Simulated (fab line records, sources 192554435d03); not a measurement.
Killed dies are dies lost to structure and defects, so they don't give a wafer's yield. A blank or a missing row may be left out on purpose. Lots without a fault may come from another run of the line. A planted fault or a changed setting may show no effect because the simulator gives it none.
Chamber matching | flow n5_finfet | N5_FIN_SAQP_ETCH_64 on rie_si-03: 4 sister chambers
The step etches SiO2 in CF4, target depth 1.5 nm. 4 wafers are shown with their chamber, then 11 later ones without.

WAFERS WITH THEIR CHAMBER
wafer  | chamber | throttle_valve_pct (%)
L081.4 | 1       | 21.72
L081.5 | 2       | 22.01
L083.3 | 0       | 21.77
L084.4 | 3       | 21.92

WAFERS WITHOUT THEIR CHAMBER
wafer  | throttle_valve_pct (%)
L084.5 | 21.91
L084.6 | 22.03
L086.2 | 21.79
L086.5 | 22.00
L086.6 | 21.78
L088.1 | 22.00
L088.2 | 21.71
L088.4 | 21.92
L093.2 | 21.92
L093.3 | 22.00
L093.4 | 21.78

WHICH CHAMBER EACH WENT THROUGH
wafer  | from the rows above | in truth
L084.5 | 3                   | 3
L084.6 | 2                   | 2
L086.2 | 0                   | 0
L086.5 | 2                   | 2
L086.6 | 0                   | 0
L088.1 | 2                   | 2
L088.2 | 1                   | 1
L088.4 | 3                   | 3
L093.2 | 3                   | 3
L093.3 | 2                   | 2
L093.4 | 0                   | 0
Placed correctly: 11 of 11. Can't be placed from these rows: 0. Placed wrongly: 0.
How it was worked out, from the rows above alone: a wafer's distance from a chamber is the root of the sum, over the readings, of the square of ((its reading less the chamber's mean) divided by the reading's scatter). The wafer belongs to the nearest chamber; if the next one is less than 2 further off, it can't be placed. A chamber's mean is the mean of its shown wafers. The scatter: with one shown wafer a chamber, the root of the mean of the squares of how far each hidden wafer lies from its nearest shown one.
